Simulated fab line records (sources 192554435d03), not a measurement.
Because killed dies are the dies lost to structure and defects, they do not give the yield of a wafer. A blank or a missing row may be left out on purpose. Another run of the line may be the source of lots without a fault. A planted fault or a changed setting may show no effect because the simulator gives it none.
The tool behind it: which one? || flow n5 finfet || 30 wafers from 10 lots sampled at 3 of the route's 1938 steps

## WHAT THE GAUGES SHOWED, per wafer
N5_BEOL_M9_INSPECT_30: inspects for defects (brightfield).
{"lot": "L194", "measured": "day 11 01:44", "on": "defect inspect-01", "raw defect count": "527 352 322"}
{"lot": "L193", "measured": "day 11 09:32", "on": "defect inspect-02", "raw defect count": "377 518 437"}
{"lot": "L197", "measured": "day 12 07:22", "on": "defect inspect-01", "raw defect count": "485 583 436"}
{"lot": "L196", "measured": "day 12 10:53", "on": "defect inspect-01", "raw defect count": "363 428 399"}
{"lot": "L198", "measured": "day 12 11:16", "on": "defect inspect-01", "raw defect count": "426 408 425"}
{"lot": "L202", "measured": "day 13 13:02", "on": "defect inspect-01", "raw defect count": "898 935 1002"}
{"lot": "L204", "measured": "day 14 02:59", "on": "defect inspect-02", "raw defect count": "1000 902 944"}
{"lot": "L207", "measured": "day 14 15:39", "on": "defect inspect-02", "raw defect count": "425 469 394"}
{"lot": "L208", "measured": "day 14 15:43", "on": "defect inspect-01", "raw defect count": "462 399 489"}
{"lot": "L210", "measured": "day 15 12:10", "on": "defect inspect-01", "raw defect count": "388 428 402"}

## WHAT TOOL EACH LOT RAN ON (gives the tool, then ch and the chambers of the sampled wafers, and finally the start)
{"lot": "L194", "N5_BEOL_M9_HM_DEP_02": "pvd sputter-01, day 11 00:14", "N5_BEOL_M9_STRIP_19": "rie diel-02 ch 1,3, day 11 01:16"}
{"lot": "L193", "N5_BEOL_M9_HM_DEP_02": "pvd sputter-03, day 11 07:07", "N5_BEOL_M9_STRIP_19": "rie diel-05 ch 1,2, day 11 08:04"}
{"lot": "L197", "N5_BEOL_M9_HM_DEP_02": "pvd sputter-03, day 12 06:00", "N5_BEOL_M9_STRIP_19": "rie diel-02 ch 0,2, day 12 06:50"}
{"lot": "L196", "N5_BEOL_M9_HM_DEP_02": "pvd sputter-01, day 12 09:28", "N5_BEOL_M9_STRIP_19": "rie diel-05 ch 0,1,2, day 12 10:26"}
{"lot": "L198", "N5_BEOL_M9_HM_DEP_02": "pvd sputter-02, day 12 09:38", "N5_BEOL_M9_STRIP_19": "rie diel-06 ch 1,2,3, day 12 10:36"}
{"lot": "L202", "N5_BEOL_M9_HM_DEP_02": "pvd sputter-03, day 13 04:56", "N5_BEOL_M9_STRIP_19": "rie diel-02 ch 1,2,3, day 13 05:54"}
{"lot": "L204", "N5_BEOL_M9_HM_DEP_02": "pvd sputter-03, day 13 23:53", "N5_BEOL_M9_STRIP_19": "rie diel-02 ch 0,1,2, day 14 01:21"}
{"lot": "L207", "N5_BEOL_M9_HM_DEP_02": "pvd sputter-03, day 14 14:10", "N5_BEOL_M9_STRIP_19": "rie diel-05 ch 0,1,3, day 14 15:11"}
{"lot": "L208", "N5_BEOL_M9_HM_DEP_02": "pvd sputter-03, day 14 14:16", "N5_BEOL_M9_STRIP_19": "rie diel-05 ch 1,2, day 14 15:15"}
{"lot": "L210", "N5_BEOL_M9_HM_DEP_02": "pvd sputter-01, day 15 08:38", "N5_BEOL_M9_STRIP_19": "rie diel-06 ch 1,2,3, day 15 09:43"}
- N5_BEOL_M9_HM_DEP_02: deposits TiN, target thk 20 nm.
- N5_BEOL_M9_STRIP_19: strips in O2.

## AS READ BY THE TOOLS THEMSELVES (means over the sampled wafers that have a number; for cases with no such wafer, the mark the record gives instead)
N5_BEOL_M9_HM_DEP_02.
{"lot": "L194", "tool": "pvd sputter-01", "susceptor temp C (C)": 25.00, "throttle valve pct (%)": 30.0}
{"lot": "L193", "tool": "pvd sputter-03", "susceptor temp C (C)": 24.90, "throttle valve pct (%)": 30.2}
{"lot": "L197", "tool": "pvd sputter-03", "susceptor temp C (C)": 25.03, "throttle valve pct (%)": 29.5}
{"lot": "L196", "tool": "pvd sputter-01", "susceptor temp C (C)": 24.97, "throttle valve pct (%)": 30.1}
{"lot": "L198", "tool": "pvd sputter-02", "susceptor temp C (C)": 24.86, "throttle valve pct (%)": 29.7}
{"lot": "L202", "tool": "pvd sputter-03", "susceptor temp C (C)": 25.00, "throttle valve pct (%)": 30.1}
{"lot": "L204", "tool": "pvd sputter-03", "susceptor temp C (C)": 25.05, "throttle valve pct (%)": 30.0}
{"lot": "L207", "tool": "pvd sputter-03", "susceptor temp C (C)": 25.04, "throttle valve pct (%)": 29.6}
{"lot": "L208", "tool": "pvd sputter-03", "susceptor temp C (C)": 25.07, "throttle valve pct (%)": 28.2}
{"lot": "L210", "tool": "pvd sputter-01", "susceptor temp C (C)": 25.03, "throttle valve pct (%)": 29.4}

N5_BEOL_M9_STRIP_19.
{"lot": "L194", "tool": "rie diel-02", "drypump motor current A (A)": 6.2, "oes product au (a.u.)": 0.84, "rf vpp V (V)": 3.0, "showerhead plenum p Torr (Torr)": 2.16, "throttle valve pct (%)": 16.56}
{"lot": "L193", "tool": "rie diel-05", "drypump motor current A (A)": 5.6, "oes product au (a.u.)": 0.71, "rf vpp V (V)": 3.5, "showerhead plenum p Torr (Torr)": 2.11, "throttle valve pct (%)": 16.99}
{"lot": "L197", "tool": "rie diel-02", "drypump motor current A (A)": 5.1, "oes product au (a.u.)": 0.82, "rf vpp V (V)": 3.4, "showerhead plenum p Torr (Torr)": 2.09, "throttle valve pct (%)": 16.66}
{"lot": "L196", "tool": "rie diel-05", "drypump motor current A (A)": 5.6, "oes product au (a.u.)": 0.78, "rf vpp V (V)": 3.8, "showerhead plenum p Torr (Torr)": 2.10, "throttle valve pct (%)": 16.75}
{"lot": "L198", "tool": "rie diel-06", "drypump motor current A (A)": 6.2, "oes product au (a.u.)": 0.76, "rf vpp V (V)": 3.5, "showerhead plenum p Torr (Torr)": 2.03, "throttle valve pct (%)": 16.73}
{"lot": "L202", "tool": "rie diel-02", "drypump motor current A (A)": 5.7, "oes product au (a.u.)": 0.79, "rf vpp V (V)": 3.5, "showerhead plenum p Torr (Torr)": 2.12, "throttle valve pct (%)": 16.63}
{"lot": "L204", "tool": "rie diel-02", "drypump motor current A (A)": 5.2, "oes product au (a.u.)": 0.79, "rf vpp V (V)": 3.3, "showerhead plenum p Torr (Torr)": 2.13, "throttle valve pct (%)": 16.75}
{"lot": "L207", "tool": "rie diel-05", "drypump motor current A (A)": 5.7, "oes product au (a.u.)": 0.82, "rf vpp V (V)": 3.1, "showerhead plenum p Torr (Torr)": 2.15, "throttle valve pct (%)": 16.61}
{"lot": "L208", "tool": "rie diel-05", "drypump motor current A (A)": 5.7, "oes product au (a.u.)": 0.71, "rf vpp V (V)": 3.5, "showerhead plenum p Torr (Torr)": 2.13, "throttle valve pct (%)": 16.98}
{"lot": "L210", "tool": "rie diel-06", "drypump motor current A (A)": 6.2, "oes product au (a.u.)": 0.74, "rf vpp V (V)": 3.9, "showerhead plenum p Torr (Torr)": 2.03, "throttle valve pct (%)": 16.77}

## THE ANSWER, worked out from the rows above alone
Rule: what is usual is taken from the lots themselves. The widest of any qualifying gaps counts: lots, ordered by their means at a reading, are off when they make up no more than a third of the lots, leave a main group of 4 or more, and stand apart from it by 3 or more times the standard deviation of that group's means. Not used: any main group whose means are identical at the precision the tables above print for the reading. Also off: a lot with no number at a reading for which 4 or more lots have one. The other lots that the step has rows for count as sound. Order of review: gauges by route order, followed by the tools' own readings, for which a lot's mean as printed above is used. At the first step where some lot is off, the reading lying furthest off is the one used; lots without a number count as furthest.
Off: L202, L204 (N5_BEOL_M9_INSPECT_30, raw defect count). For the main group the mean is 431 and the standard deviation 32.
A tool fits if, at a process step before that reading, it ran every lot that is off, and no sound lot after the first of them. Those tools and the gauges at N5_BEOL_M9_INSPECT_30 are tried in the same way. One candidate fits, namely rie diel-02 at N5_BEOL_M9_STRIP_19. Its last sound lot is L197 (day 12 06:50), its first lot that is off L202 (day 13 05:54): a fault that began between those two fits.

## WHAT WAS PUT IN BY THE SIMULATOR
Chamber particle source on rie diel-02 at N5_BEOL_M9_STRIP_19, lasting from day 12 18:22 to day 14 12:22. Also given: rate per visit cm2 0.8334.
Struck lots among those shown: L202, L204. The same result came from the rule above.
